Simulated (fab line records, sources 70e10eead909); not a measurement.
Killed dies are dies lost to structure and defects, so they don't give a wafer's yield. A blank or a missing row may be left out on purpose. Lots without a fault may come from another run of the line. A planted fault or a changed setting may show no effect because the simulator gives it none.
Which tool did it? | flow nand_harc | 24 lots, 72 wafers sampled, at 4 steps of a route of 1302

WHAT THE GAUGES READ, wafer by wafer
NHARC_A_DECK1_JOINT_INSPECT_05.
lot  | measured     | on                | raw_defect_count
L074 | day 12 18:53 | defect_inspect-02 | 298 345 289
L075 | day 12 18:54 | defect_inspect-01 | 215 364 202
L076 | day 13 09:41 | defect_inspect-02 | 185 406 284
L077 | day 13 15:29 | defect_inspect-01 | 328 182 249
L079 | day 14 12:52 | defect_inspect-01 | 352 319 387
L078 | day 14 12:53 | defect_inspect-02 | 348 559 577
L081 | day 15 11:33 | defect_inspect-02 | 225 361 284
L080 | day 15 11:35 | defect_inspect-01 | 271 171 335
L082 | day 15 15:52 | defect_inspect-01 | 287 268 333
L083 | day 16 03:54 | defect_inspect-01 | 334 231 220
L086 | day 16 22:59 | defect_inspect-02 | 217 269 285
L085 | day 16 23:00 | defect_inspect-02 | 159 115 162
L084 | day 16 23:02 | defect_inspect-02 | 260 224 228
L087 | day 17 11:35 | defect_inspect-02 | 306 314 175
L088 | day 18 12:26 | defect_inspect-01 | 194 158 220
L089 | day 18 12:36 | defect_inspect-01 | 248 340 361
L090 | day 18 20:34 | defect_inspect-02 | 433 437 663
L091 | day 19 16:58 | defect_inspect-01 | 399 356 352
L092 | day 19 23:53 | defect_inspect-02 | 403 483 518
L093 | day 20 00:07 | defect_inspect-02 | 306 289 226
L094 | day 20 20:21 | defect_inspect-01 | 409 309 191
L095 | day 21 10:50 | defect_inspect-01 | 298 406 299
L096 | day 21 18:53 | defect_inspect-02 | 313 428 411
L097 | day 21 19:04 | defect_inspect-01 | 260 294 403

NHARC_A_ONON_D2_THK_MEAS_27: measures by ellipsometry.
lot  | measured     | on            | thk_nm (nm)
L074 | day 13 07:38 | film_metro-01 | 979 980 980
L075 | day 13 07:36 | film_metro-02 | 991 992 992
L076 | day 13 21:36 | film_metro-02 | 1000 1002 1004
L077 | day 14 06:37 | film_metro-02 | 982 979 979
L079 | day 15 01:41 | film_metro-01 | 992 994 993
L078 | day 15 01:41 | film_metro-02 | 1007 1006 1006
L081 | day 15 23:50 | film_metro-01 | 989 988 989
L080 | day 15 23:49 | film_metro-02 | 998 997 995
L082 | day 16 04:16 | film_metro-01 | 1012 1011 1011
L083 | day 16 19:29 | film_metro-01 | 997 998 998
L086 | day 17 11:00 | film_metro-01 | 1009 1004 1008
L085 | day 17 10:52 | film_metro-01 | 998 999 998
L084 | day 17 10:51 | film_metro-02 | 990 990 991
L087 | day 17 23:29 | film_metro-02 | 991 989 988
L088 | day 19 01:26 | film_metro-02 | 990 992 990
L089 | day 19 01:26 | film_metro-01 | 1003 1003 1003
L090 | day 19 09:54 | film_metro-01 | 1011 1011 1011
L091 | day 20 05:15 | film_metro-01 | 1002 1000 1001
L092 | day 20 12:08 | film_metro-01 | 1008 1010 1010
L093 | day 20 12:24 | film_metro-01 | 1010 1009 1008
L094 | day 21 08:56 | film_metro-01 | 1008 1009 1010
L095 | day 21 23:07 | film_metro-01 | 999 999 1000
L096 | day 22 06:50 | film_metro-01 | 1005 1005 1006
L097 | day 22 06:50 | film_metro-02 | 999 998 998

NHARC_A_CHANNEL_HOLE_D2_CD_MEAS_10: target cd 100 nm.
lot  | measured     | on        | cd_nm (nm)
L074 | day 13 11:31 | cd_sem-03 | 99.6 100.1 99.4
L075 | day 13 11:18 | cd_sem-01 | 100.2 99.8 100.9
L076 | day 14 06:08 | cd_sem-03 | 99.6 100.4 100.7
L077 | day 14 12:55 | cd_sem-03 | 100.6 100.4 100.6
L079 | day 15 07:44 | cd_sem-02 | 99.6 99.9 99.9
L078 | day 15 07:35 | cd_sem-01 | 99.9 100.5 99.5
L081 | day 16 05:05 | cd_sem-02 | 99.9 100.8 100.7
L080 | day 16 03:38 | cd_sem-03 | 99.3 99.3 99.0
L082 | day 16 07:58 | cd_sem-03 | 100.0 99.6 99.5
L083 | day 17 02:31 | cd_sem-03 | 100.2 100.3 99.1
L086 | day 17 15:23 | cd_sem-03 | 100.1 99.5 100.0
L085 | day 17 14:34 | cd_sem-01 | 100.1 99.7 99.0
L084 | day 17 15:06 | cd_sem-01 | 99.4 100.5 99.6
L087 | day 18 03:19 | cd_sem-01 | 99.9 100.9 99.9
L088 | day 19 09:38 | cd_sem-03 | 99.8 99.3 99.8
L089 | day 19 08:52 | cd_sem-01 | 100.1 99.3 99.8
L090 | day 19 13:42 | cd_sem-03 | 100.3 100.0 100.3
L091 | day 20 09:06 | cd_sem-02 | 100.5 100.3 100.2
L092 | day 20 19:17 | cd_sem-01 | 100.4 100.9 100.6
L093 | day 20 21:21 | cd_sem-02 | 100.6 99.4 100.0
L094 | day 21 13:40 | cd_sem-01 | 100.3 100.5 100.5
L095 | day 22 03:08 | cd_sem-03 | 100.5 99.7 99.8
L096 | day 22 13:55 | cd_sem-03 | 100.3 99.9 101.1
L097 | day 22 13:17 | cd_sem-02 | 99.4 100.4 100.5

WHICH TOOL RAN EACH LOT (tool, then ch and the chambers of the sampled wafers, then the start)
lot  | NHARC_A_ONON_D2_DEP_33
L074 | pecvd-04 ch 1,2, day 13 08:19
L075 | pecvd-01 ch 0,2, day 13 08:16
L076 | pecvd-03 ch 0,1,2, day 13 22:16
L077 | pecvd-04 ch 1,2, day 14 07:17
L079 | pecvd-01 ch 0,2, day 15 02:22
L078 | pecvd-04 ch 1,2, day 15 02:18
L081 | pecvd-01 ch 0,1,2, day 16 00:29
L080 | pecvd-04 ch 1,2, day 16 00:31
L082 | pecvd-03 ch 0,1,2, day 16 04:53
L083 | pecvd-01 ch 0,1,2, day 16 20:09
L086 | pecvd-03 ch 1,2, day 17 11:42
L085 | pecvd-04 ch 0,1,2, day 17 11:32
L084 | pecvd-01 ch 0,2, day 17 11:29
L087 | pecvd-03 ch 0,1,2, day 18 00:14
L088 | pecvd-04 ch 0,1, day 19 02:07
L089 | pecvd-03 ch 0,1,2, day 19 02:04
L090 | pecvd-04 ch 0,2, day 19 10:37
L091 | pecvd-01 ch 0,1,2, day 20 05:57
L092 | pecvd-03 ch 0,1, day 20 12:50
L093 | pecvd-01 ch 0,1,2, day 20 13:04
L094 | pecvd-04 ch 0,2, day 21 09:37
L095 | pecvd-04 ch 0,2, day 21 23:45
L096 | pecvd-04 ch 1,2, day 22 07:30
L097 | pecvd-03 ch 0,1, day 22 07:27
- NHARC_A_ONON_D2_DEP_33: deposits SiO2, target thk 200 nm.

WHAT THE TOOLS THEMSELVES READ (means of the sampled wafers that have a number; where no wafer has one, the mark that the record gives instead)
NHARC_A_ONON_D2_DEP_33.
lot  | tool     | heater_power_w (W) | throttle_valve_pct (%)
L074 | pecvd-04 | 621                | 15.6
L075 | pecvd-01 | 571                | 16.4
L076 | pecvd-03 | 554                | 16.4
L077 | pecvd-04 | 677                | 15.9
L079 | pecvd-01 | 571                | 16.1
L078 | pecvd-04 | 561                | 15.8
L081 | pecvd-01 | 519                | 16.0
L080 | pecvd-04 | 592                | 15.8
L082 | pecvd-03 | 573                | 16.5
L083 | pecvd-01 | 570                | 16.2
L086 | pecvd-03 | 423                | 16.7
L085 | pecvd-04 | 632                | 15.9
L084 | pecvd-01 | 530                | 16.0
L087 | pecvd-03 | 540                | 16.5
L088 | pecvd-04 | 600                | 16.2
L089 | pecvd-03 | 513                | 16.3
L090 | pecvd-04 | 701                | 16.2
L091 | pecvd-01 | 558                | 16.1
L092 | pecvd-03 | 464                | 16.3
L093 | pecvd-01 | 543                | 16.3
L094 | pecvd-04 | 702                | 16.2
L095 | pecvd-04 | 713                | 16.1
L096 | pecvd-04 | 525                | 15.8
L097 | pecvd-03 | 601                | 15.9

THE ANSWER, worked out from the rows above alone
Rule: what is usual is taken from the lots themselves. Put in order of their means at a reading, lots are off if they are a third of the lots or fewer, leave a main group of 4 or more, and stand apart from it by a gap of 3 or more times the standard deviation of the main group's means; of several such gaps the widest counts. A main group whose means are all the same, to the digits that the tables above print for the reading, isn't used. A lot without any number at a reading at which 4 lots or more have one is off too. The other lots that the step has rows for count as sound. The gauges are gone through in route order, then the tools' own readings, and for those a lot's mean is taken as printed above. The first step at which some lot is off is used, and at that step the reading that is off furthest; a lot without a number counts as furthest.
No lot is off at any reading shown: from this, nothing can be told.

WHAT THE SIMULATOR HAD PUT IN
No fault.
